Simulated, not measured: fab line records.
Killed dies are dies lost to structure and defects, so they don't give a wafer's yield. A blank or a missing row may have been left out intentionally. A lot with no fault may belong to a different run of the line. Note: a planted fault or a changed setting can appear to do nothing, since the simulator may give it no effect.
Chamber matching :: flow n5 finfet :: N5_BEOL_M5_ETCH_72 on rie diel-02: 4 sister chambers
The step etches underlayer in N2/H2, target depth 6.5 nm, time 5.2 s. 4 wafers are shown with their chamber, then 10 later ones without.

## WAFERS WITH THEIR CHAMBER
wafer: L083.4
chamber: 1
showerhead plenum p Torr (Torr): 2.71

wafer: L083.6
chamber: 3
showerhead plenum p Torr (Torr): 2.67

wafer: L084.1
chamber: 2
showerhead plenum p Torr (Torr): 2.46

wafer: L084.5
chamber: 0
showerhead plenum p Torr (Torr): 2.65

## WAFERS MISSING THEIR CHAMBER
wafer: L084.6
showerhead plenum p Torr (Torr): 2.71

wafer: L088.1
showerhead plenum p Torr (Torr): 2.64

wafer: L088.2
showerhead plenum p Torr (Torr): 2.46

wafer: L088.6
showerhead plenum p Torr (Torr): 2.46

wafer: L096.1
showerhead plenum p Torr (Torr): 2.70

wafer: L096.2
showerhead plenum p Torr (Torr): 2.45

wafer: L096.5
showerhead plenum p Torr (Torr): 2.69

wafer: L095.2
showerhead plenum p Torr (Torr): 2.69

wafer: L095.3
showerhead plenum p Torr (Torr): 2.45

wafer: L095.5
showerhead plenum p Torr (Torr): 2.69

## CHAMBER TAKEN BY EACH
wafer: L084.6
from the rows above: 1
in truth: 1

wafer: L088.1
from the rows above: can't be placed: 0 or 3
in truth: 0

wafer: L088.2
from the rows above: 2
in truth: 2

wafer: L088.6
from the rows above: 2
in truth: 2

wafer: L096.1
from the rows above: can't be placed: 1 or 3
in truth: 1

wafer: L096.2
from the rows above: 2
in truth: 2

wafer: L096.5
from the rows above: can't be placed: 1 or 3 or 0
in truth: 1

wafer: L095.2
from the rows above: can't be placed: 1 or 3 or 0
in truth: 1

wafer: L095.3
from the rows above: 2
in truth: 2

wafer: L095.5
from the rows above: can't be placed: 1 or 3 or 0
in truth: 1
Correctly placed: 5 of 10. These rows do not allow placing 5 (true chamber among the candidates in 5). Number placed wrongly: 0.
How it was worked out, from the rows above alone: a wafer's distance from a chamber is the root of the sum, over the readings, of the square of ((its reading less the chamber's mean) divided by the reading's scatter). The wafer belongs to the nearest chamber; if the next one is less than 2 further off, it can't be placed. A chamber's mean is the mean of its shown wafers. The scatter: root of mean squared gap, hidden wafer to nearest shown wafer, with one shown wafer a chamber.
